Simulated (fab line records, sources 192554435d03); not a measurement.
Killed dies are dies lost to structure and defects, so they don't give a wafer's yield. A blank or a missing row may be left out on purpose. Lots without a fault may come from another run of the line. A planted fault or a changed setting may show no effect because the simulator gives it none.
fab line records | flow n5_finfet
record lots=5 wafers=15 last_day=16
route steps=1938 shown TV_LITHO@1878 TV_OPEN@1887
lots that met no fault: from a run of the same line without faults
start_h: hours from the record's first day to the start of the lot's first wafer shown | wait_h: hours since the lot's step before | " the same as in the row above | L1.1+2: a row that stands for several wafers | - no value, or no start given | * or withheld: withheld | < > ~ a bound
route shown NAME@n: a module of which the file shows steps, and the number in the route of the first | usual: mean/standard deviation of fault-free wafers | same: alike in all rows | chamber/n: place in a boat | sites: the reading at each site | _std_site: their standard deviation | _edge_site: outer sites' mean less inner sites' | radius_mm: how far each site lies from the wafer's centre | mask NAME#n: copy n | behind: the tool/chamber that last shaped the wafer | hold: why the lot was held/for how many hours/how that ended | device: the transistor (n, p or np) that didn't switch | end of line: the same wafers' tests at the end of the route | a step without rows: its recipe alone | killed: dies lost to structure and defects at the first sort, not the wafer's yield | map: a wafer's dies, x killed, . not, _ none there
set.NAME: the setting as run; set.NAME@STEP: as run at that earlier step | model.NAME: the simulator's own value behind a step, which no gauge read
lots at some steps of the route; a table a step, a row a wafer
services: from which hour (start_h, from the record's first day; less than 0 if before it) a tool's chamber was out of use, for how many hours, and why
## steps
# step N5_PASSIVATION_SOFTBAKE_05
# recipe temp_c=100 time_s=90
# step N5_PASSIVATION_EXPOSE_07
# recipe mask_id=TV na=0.55 source_shape=conventional sigma_outer=0.8 polarization=unpolarized defocus_nm=0 target_cd_nm=3000 dose_mj=22.75
# step N5_PASSIVATION_PEB_08
# recipe peb_temp_c=withheld peb_time_s=*
# step N5_PASSIVATION_DEVELOP_09
# recipe develop_time_s=60 rinse_liquid=diw dry=air_spin dev_temp_c=21
# step N5_PASSIVATION_HARDBAKE_11
# recipe temp_c=130 time_s=120
# step N5_PASSIVATION_CD_MEAS_10
# recipe target_cd_nm=3000 landing_energy_ev=500 detector=se_inlens
# usual cd_nm=3000.2/2.2
# columns lot.wafer tool chamber start_h wait_h cd_nm
L696.2 cd_sem-02 0 281.08 - 2999.1
L696.4 " 0 " " 3001.0
L696.5 " 0 " " 2998.8
L700.1 cd_sem-02 0 297.13 - 2996.6
L700.3 " 0 " " 3001.1
L700.6 " 0 " " 2996.7
L703.2 cd_sem-02 0 323.33 - 2996.7
L703.3 " 0 " " 2994.6
L703.6 " 0 " " 3000.3
L707.1 cd_sem-02 0 341.08 - 3004.3
L707.2 " 0 " " 2998.1
L707.4 " 0 " " 3002.8
L715.1 cd_sem-02 0 378.99 - 2999.7
L715.2 " 0 " " 3001.5
L715.5 " 0 " " 3001.3
# step N5_PASSIVATION_OVL_MEAS_60
# recipe points_per_wafer=44
# usual TV_OVL=-1/5.2
# columns lot.wafer tool chamber start_h wait_h TV_OVL[nm]
L696.2 overlay-02 0 281.11 0.0 -4
L696.4 " 0 " " -10
L696.5 " 0 " " -7
L700.1 overlay-02 0 297.17 0.0 -1
L700.3 " 0 " " -5
L700.6 " 0 " " -5
L703.2 overlay-01 0 323.36 0.0 5
L703.3 " 0 " " 1
L703.6 " 0 " " 4
L707.1 overlay-01 0 341.11 0.0 -11
L707.2 " 0 " " 1
L707.4 " 0 " " 1
L715.1 overlay-01 0 379.02 0.0 4
L715.2 " 0 " " 0
L715.5 " 0 " " 2
# step N5_PASSIVATION_INSPECT_61
# recipe mode=adi inspect_instrument=macro
# usual raw_defect_count=2/1.5
# columns lot.wafer tool chamber start_h wait_h raw_defect_count
L696.2 defect_inspect-02 - 281.14 0.0 0
L696.4 " - " " 2
L696.5 " - " " 5
L700.1 defect_inspect-02 - 297.19 0.0 1
L700.3 " - " " 2
L700.6 " - " " 4
L703.2 defect_inspect-01 - 323.39 0.0 1
L703.3 " - " " 4
L703.6 " - " " 0
L707.1 defect_inspect-02 - 341.13 0.0 2
L707.2 " - " " 1
L707.4 " - " " 2
L715.1 defect_inspect-01 - 379.04 0.0 0
L715.2 " - " " 4
L715.5 " - " " 1
# step N5_PASSIVATION_DESCUM_12
# recipe chemistry=O2 time_s=7.9 source_power_w=50 bias_power_w=20 pressure_mtorr=20 rf_frequency_hz=2.712e+07 temp_c=40 o2_flow_sccm=225
# usual drypump_motor_current_A=5.6/0.38 oes_product_au=0.77/0.072 rf_vpp_V=243.4/1.1 showerhead_plenum_p_Torr=2.11/0.043 throttle_valve_pct=20.46/0.2
# same time_s=7.9
# columns lot.wafer tool chamber start_h wait_h drypump_motor_current_A oes_product_au rf_hours_counter_h rf_vpp_V showerhead_plenum_p_Torr throttle_valve_pct
L696.2 rie_diel-05 2 281.79 0.7 5.5 0.86 73 244.8 2.14 20.49
L696.4 " 0 " " 6.2 0.71 204 245.8 2.15 20.64
L696.5 " 0 " " 6.2 0.70 - 243.5 2.15 20.65
L700.1 rie_diel-02 3 297.36 0.2 5.2 0.69 204 243.2 2.16 20.66
L700.3 " 0 " " 5.4 0.90 35 244.7 2.22 20.02
L700.6 " 2 " " 5.6 0.73 - 243.5 2.09 20.37
L703.2 rie_diel-02 2 323.57 0.2 5.6 0.72 200 242.5 2.09 20.37
L703.3 " 3 " " 5.2 0.67 212 244.2 2.16 20.69
L703.6 " 1 " " 4.9 0.89 - 243.7 2.12 20.07
L707.1 rie_diel-05 1 341.22 0.1 5.6 0.72 204 243.4 2.09 20.56
L707.2 " 0 " " 6.2 0.70 222 244.2 2.14 20.68
L707.4 " 3 " " 5.6 0.84 66 243.2 2.05 20.42
L715.1 rie_diel-02 3 379.08 0.0 5.2 0.67 228 245.5 2.15 20.70
L715.2 " 1 " " 4.9 0.86 53 245.0 2.11 20.11
L715.5 " 2 " " 5.6 0.70 - 242.4 2.09 20.41
# step N5_PASSIVATION_PASS_ETCH_74
# recipe chemistry=CF4/O2 target=SiNx target_depth_a=2200 time_s=110 ion_energy_ev=100 pressure_mtorr=40 source_w=535 bias_w=49 Ar_flow_sccm=100 cf4_flow_sccm=100 O2_flow_sccm=10
# usual bias_w=49.01/0.14 cf4_flow_sccm=99.98/0.29 drypump_motor_current_A=5.6/0.38 oes_ar_750_au=0.77/0.063 oes_o_777_au=0.77/0.064 oes_product_au=0.77/0.068 rf_vpp_V=241.4/2.7 showerhead_plenum_p_Torr=2.22/0.047 throttle_valve_pct=16.02/0.21
# same time_s=110
# columns lot.wafer tool chamber start_h wait_h bias_w cf4_flow_sccm drypump_motor_current_A oes_ar_750_au oes_o_777_au oes_product_au rf_hours_counter_h rf_vpp_V showerhead_plenum_p_Torr throttle_valve_pct
L696.2 rie_diel-05 2 281.86 0.0 48.76 99.74 5.5 0.83 0.86 0.83 73 239.9 2.23 15.90
L696.4 " 0 " " 48.85 99.72 6.2 0.73 0.72 0.71 204 243.8 2.27 16.30
L696.5 " 0 " " 48.89 100.00 6.2 0.72 0.71 0.71 - 242.2 2.27 16.30
L700.1 rie_diel-02 3 297.42 0.0 49.05 99.94 5.2 0.69 0.69 0.68 204 245.3 2.28 16.30
L700.3 " 0 " " 48.95 100.24 5.3 0.87 0.86 0.88 35 243.2 2.33 15.65
L700.6 " 2 " " 48.94 100.30 5.6 0.72 0.74 0.73 - 239.7 2.19 15.92
L703.2 rie_diel-02 2 323.63 0.0 49.17 100.18 5.6 0.71 0.73 0.72 200 238.2 2.19 15.94
L703.3 " 3 " " 49.04 100.08 5.2 0.68 0.68 0.68 212 245.0 2.27 16.29
L703.6 " 1 " " 48.82 99.97 4.9 0.87 0.86 0.87 - 237.0 2.24 15.68
L707.1 rie_diel-05 1 341.29 0.0 49.05 99.73 5.6 0.72 0.74 0.72 204 238.5 2.19 16.06
L707.2 " 0 " " 49.12 100.08 6.2 0.71 0.71 0.70 222 241.2 2.26 16.34
L707.4 " 3 " " 48.89 100.14 5.6 0.85 0.86 0.85 66 241.0 2.16 15.88
L715.1 rie_diel-02 3 379.14 0.0 49.26 99.65 5.2 0.67 0.67 0.66 228 245.3 2.27 16.33
L715.2 " 1 " " 48.90 100.05 4.9 0.84 0.83 0.84 53 237.1 2.23 15.73
L715.5 " 2 " " 49.03 99.59 5.6 0.70 0.73 0.70 - 238.6 2.19 15.98
# step N5_PASSIVATION_VIA_ETCH_13
# recipe chemistry=CHF3/O2 target=SiO2 target_depth_a=6600 CHF3_flow_sccm=50 O2_flow_sccm=5 Ar_flow_sccm=200 time_s=330 mask_material=PR pressure_mtorr=30 source_w=650 bias_w=170 ion_energy_ev=200 ends=cleared
# usual bias_w=170.0/0.53 drypump_motor_current_A=5.6/0.37 etch_rf_on_time_s=237/4.8 oes_ar_750_au=0.77/0.064 oes_o_777_au=0.77/0.066 oes_product_au=0.70/0.063 rf_vpp_V=525/5.1 showerhead_plenum_p_Torr=2.43/0.051 throttle_valve_pct=18.92/0.22
# columns lot.wafer tool chamber start_h wait_h bias_w drypump_motor_current_A etch_rf_on_time_s oes_ar_750_au oes_o_777_au oes_product_au rf_hours_counter_h rf_vpp_V showerhead_plenum_p_Torr throttle_valve_pct
L696.2 rie_diel-05 2 281.95 0.0 170.4 5.5 239 0.83 0.85 0.76 73 522 2.43 18.77
L696.4 " 0 " " 170.3 6.2 240 0.72 0.71 0.65 204 529 2.49 19.23
L696.5 " 0 " " 170.5 6.2 239 0.72 0.71 0.65 - 528 2.49 19.23
L700.1 rie_diel-02 3 297.52 0.0 170.2 5.1 235 0.69 0.68 0.62 204 533 2.50 19.20
L700.3 " 0 " " 170.5 5.4 231 0.87 0.87 0.80 36 528 2.54 18.49
L700.6 " 2 " " 169.9 5.6 233 0.72 0.73 0.65 - 522 2.39 18.70
L703.2 rie_diel-02 2 323.72 0.0 169.4 5.6 236 0.72 0.73 0.65 200 521 2.38 18.72
L703.3 " 3 " " 170.0 5.2 240 0.68 0.67 0.62 212 533 2.49 19.22
L703.6 " 1 " " 170.1 4.9 244 0.87 0.85 0.79 - 517 2.45 18.61
L707.1 rie_diel-05 1 341.38 0.0 171.1 5.6 228 0.71 0.72 0.65 204 521 2.40 18.96
L707.2 " 0 " " 170.0 6.2 235 0.70 0.69 0.63 222 527 2.48 19.25
L707.4 " 3 " " 169.2 5.6 238 0.84 0.87 0.75 66 523 2.36 18.83
L715.1 rie_diel-02 3 379.23 0.0 170.4 5.2 243 0.67 0.66 0.60 228 532 2.49 19.23
L715.2 " 1 " " 170.5 4.9 244 0.85 0.83 0.76 53 519 2.44 18.64
L715.5 " 2 " " 170.1 5.6 248 0.71 0.71 0.63 - 523 2.38 18.75
# step N5_PASSIVATION_STRIP_14
# recipe chemistry=O2 power_w=600 temp_c=60 pressure_mtorr=30 rf_frequency_hz=6e+07 bias_power_w=0 overash_fraction=0.5 o2_flow_sccm=225
# usual drypump_motor_current_A=5.6/0.37 oes_product_au=0.77/0.073 rf_vpp_V=3.6/0.91 showerhead_plenum_p_Torr=2.12/0.043 throttle_valve_pct=16.71/0.2
# columns lot.wafer tool chamber start_h wait_h drypump_motor_current_A oes_product_au rf_hours_counter_h rf_vpp_V showerhead_plenum_p_Torr throttle_valve_pct
L696.2 rie_diel-05 2 282.15 0.1 5.5 0.85 73 3.3 2.14 16.68
L696.4 " 0 " " 6.2 0.71 204 3.7 2.15 16.96
L696.5 " 0 " " 6.2 0.70 - 4.8 2.15 16.91
L700.1 rie_diel-02 3 297.71 0.1 5.2 0.68 204 3.3 2.16 16.94
L700.3 " 0 " " 5.3 0.90 36 4.1 2.22 16.30
L700.6 " 2 " " 5.6 0.72 - 4.4 2.10 16.61
L703.2 rie_diel-02 2 323.92 0.1 5.5 0.72 200 4.5 2.10 16.64
L703.3 " 3 " " 5.2 0.69 212 4.0 2.16 16.95
L703.6 " 1 " " 4.9 0.89 - 2.3 2.12 16.35
L707.1 rie_diel-05 1 341.58 0.1 5.6 0.73 204 3.5 2.10 16.80
L707.2 " 0 " " 6.2 0.69 222 4.6 2.15 17.00
L707.4 " 3 " " 5.5 0.83 66 3.3 2.05 16.62
L715.1 rie_diel-02 3 379.43 0.1 5.2 0.69 229 4.0 2.15 16.98
L715.2 " 1 " " 4.9 0.88 53 3.4 2.11 16.32
L715.5 " 2 " " 5.5 0.70 - 2.8 2.09 16.66
# step N5_PASSIVATION_ETCH_15
# recipe chemistry=CF4/N2 target=SiCN target_depth_a=750 taper_deg=2 time_s=81.2 ion_energy_ev=150 mask_material=SiNx pressure_mtorr=40 source_w=430 bias_w=70 Ar_flow_sccm=100 cf4_flow_sccm=60 n2_flow_sccm=60
# usual bias_w=69.97/0.21 cf4_flow_sccm=59.99/0.17 drypump_motor_current_A=5.6/0.37 oes_product_au=0.77/0.068 rf_vpp_V=382.6/1.4 showerhead_plenum_p_Torr=2.22/0.051 throttle_valve_pct=15.48/0.22
# same time_s=81.2
# columns lot.wafer tool chamber start_h wait_h bias_w cf4_flow_sccm drypump_motor_current_A oes_product_au rf_hours_counter_h rf_vpp_V showerhead_plenum_p_Torr throttle_valve_pct model.etch.depth_nm
L696.2 rie_diel-05 2 282.19 - 69.99 59.67 5.5 0.84 73 384.0 2.23 15.34 63.37
L696.4 " 0 " " 70.13 59.71 6.2 0.71 204 385.0 2.28 15.78 64.21
L696.5 " 0 " " 69.84 60.04 6.2 0.71 - 383.3 2.28 15.80 64.1
L700.1 rie_diel-02 3 297.75 - 69.89 60.08 5.2 0.68 204 385.1 2.28 15.76 63.39
L700.3 " 0 " " 70.09 60.11 5.4 0.88 36 384.2 2.34 15.11 64.22
L700.6 " 2 " " 70.13 59.82 5.5 0.72 - 381.8 2.19 15.35 63.89
L703.2 rie_diel-02 2 323.96 - 69.99 59.72 5.5 0.72 200 380.0 2.19 15.36 63.16
L703.3 " 3 " " 69.89 60.06 5.1 0.67 212 383.7 2.28 15.76 62.93
L703.6 " 1 " " 69.88 60.31 4.9 0.87 - 382.7 2.24 15.15 63.97
L707.1 rie_diel-05 1 341.62 - 69.66 60.23 5.6 0.73 204 384.2 2.19 15.49 67.73
L707.2 " 0 " " 90.56 59.78 6.2 0.75 222 452.6 2.27 15.81 70.36
L707.4 " 3 " " 70.32 59.94 5.6 0.85 66 381.2 2.15 15.30 65.32
L715.1 rie_diel-02 3 379.47 - 70.17 60.14 5.2 0.66 229 383.7 2.28 15.82 63.02
L715.2 " 1 " " 70.08 60.17 4.9 0.85 53 383.2 2.24 15.17 63.92
L715.5 " 2 " " 69.89 60.08 5.5 0.70 - 381.7 2.18 15.39 63.69
# step N5_PASSIVATION_STRIP_73
# recipe chemistry=post_etch_residue_remover time_s=60 temp_c=25 remover_ph=withheld remover_water_wt_pct=withheld remover_fluoride_wt_pct=withheld
## services
# columns tool chamber start_h hours kind
rie_diel-02 3 264.08 11.4 repair
rie_diel-02 - 271.71 2.8 pm
rie_diel-02 - 300.28 4.0 repair
rie_diel-02 0 322.58 9.6 repair
rie_diel-02 - 337.47 0.7 repair
rie_diel-05 3 351.34 12.4 repair
## key
first_sign step=N5_PASSIVATION_ETCH_15 reading=bias_w direction=up sigmas=99+ usual=* struck=*
effect step=N5_PASSIVATION_ETCH_15 reading=rf_vpp_V direction=up sigmas=50 usual=382.6 struck=452.6
model_effect step=N5_PASSIVATION_ETCH_15 value=etch.depth_nm without=64.09 struck=70.36
met_at N5_PASSIVATION_ETCH_15
struck_wafers L707.2
baseline_loss step=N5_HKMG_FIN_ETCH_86 wafers=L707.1
onset_between 282.19 341.62
fault kind=process_parameter_drift tool=rie_diel-05 chamber=0 onset_h=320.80 steps=N5_PASSIVATION_ETCH_15 channel=bias_w offset=* shape=step end_h=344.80 acts_in=* stated=*
# baseline_loss: these wafers lose ten dies or more at that step, a loss of the line's own and not of a fault; the sort's usual values leave them out
